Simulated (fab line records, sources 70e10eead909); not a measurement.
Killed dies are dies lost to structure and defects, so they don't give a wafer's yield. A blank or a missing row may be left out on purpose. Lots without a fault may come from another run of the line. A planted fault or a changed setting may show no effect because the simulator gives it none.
Tool commonality check | flow nand_harc | 3 lots, 9 wafers sampled

WHY IT WAS OPENED
At NHARC_END_SORT_01 the reading killed_at_array is flagged on 3 of 3 lots. Wafers without a fault read 55, standard deviation 17.
Rule: a lot is flagged when every wafer of it that has a number lies more than 4 standard deviations from that mean, or none has a number. The other lots count as sound.

lot  | measured     | on        | killed_at_array, wafer by wafer | flag
L343 | day 28 20:32 | prober-01 | 673 675 673                     | FLAGGED
L344 | day 28 20:35 | prober-02 | 673 673 673                     | FLAGGED
L345 | day 29 11:46 | prober-02 | 673 670 672                     | FLAGGED
The numbers of the flagged lots are 673 on average: +618 against the usual, or +36 standard deviations.

WHICH TOOL RAN EACH LOT
The record holds 4 process steps before the reading, out of a route of 1302 steps. In each cell: the tool, then ch and the chambers that the sampled wafers went through, then the start.
lot  | flag    | NHARC_A_CONTACT_ETCH_136             | NHARC_A_CONTACT_ETCH_139             | NHARC_A_CONTACT_ETCH_92            | NHARC_A_BLC_ETCH_17
L343 | FLAGGED | har_cap_etch-03 ch 0,1, day 26 20:49 | har_cap_etch-03 ch 0,1, day 26 21:37 | rie_diel-04 ch 0,1,2, day 26 22:11 | rie_diel-05 ch 0,3, day 27 01:44
L344 | FLAGGED | har_cap_etch-01 ch 1, day 26 19:04   | har_cap_etch-01 ch 1, day 26 19:53   | rie_diel-04 ch 0,2,3, day 26 20:27 | rie_diel-05 ch 1,2,3, day 27 00:05
L345 | FLAGGED | har_cap_etch-03 ch 0,1, day 27 10:26 | har_cap_etch-03 ch 0,1, day 27 11:32 | rie_diel-11 ch 1,2,3, day 27 12:05 | rie_diel-05 ch 2,3, day 27 15:40
What these steps do:
- NHARC_A_CONTACT_ETCH_136: etches the open film in C4F8/O2/Ar, time 311 s, target depth 1912 nm.
- NHARC_A_CONTACT_ETCH_139: etches the open film in C4F8/O2/Ar, time 195 s, target depth 840 nm.
- NHARC_A_CONTACT_ETCH_92: etches the open film in CH3F/O2, target depth 40 nm, time 85.7 s.
- NHARC_A_BLC_ETCH_17: etches the open film in N2/H2, target depth 390 nm, time 609.38 s.
- NHARC_END_SORT_01

FLAGGED OVER TOTAL, TOOL BY TOOL (the gauges that took the reading come last)
step                     | tool            | lots run | flagged | share of the flagged lots | sound lots run after its first flagged lot
NHARC_A_CONTACT_ETCH_136 | har_cap_etch-01 | 1        | 1       | some                      | 0
NHARC_A_CONTACT_ETCH_136 | har_cap_etch-03 | 2        | 2       | some                      | 0
NHARC_A_CONTACT_ETCH_139 | har_cap_etch-01 | 1        | 1       | some                      | 0
NHARC_A_CONTACT_ETCH_139 | har_cap_etch-03 | 2        | 2       | some                      | 0
NHARC_A_CONTACT_ETCH_92  | rie_diel-04     | 2        | 2       | some                      | 0
NHARC_A_CONTACT_ETCH_92  | rie_diel-11     | 1        | 1       | some                      | 0
NHARC_A_BLC_ETCH_17      | rie_diel-05     | 3        | 3       | all                       | 0
NHARC_END_SORT_01        | prober-01       | 1        | 1       | some                      | 0
NHARC_END_SORT_01        | prober-02       | 2        | 2       | some                      | 0

WHAT THE TABLE ALLOWS
1 row of the table ran every flagged lot: rie_diel-05 at NHARC_A_BLC_ETCH_17.
- rie_diel-05 at NHARC_A_BLC_ETCH_17: 3 of its 3 lots flagged. It ran no sound lot before its first flagged lot in this sample, so the start can't be narrowed down.
One tool is left: rie_diel-05 at NHARC_A_BLC_ETCH_17.

WHAT THE SIMULATOR HAD PUT IN
Skipped step whole: rie_diel-05, from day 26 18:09 on, at NHARC_A_BLC_ETCH_17. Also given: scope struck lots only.
Lots struck among those shown: L343, L344, L345. The rule above found the same.
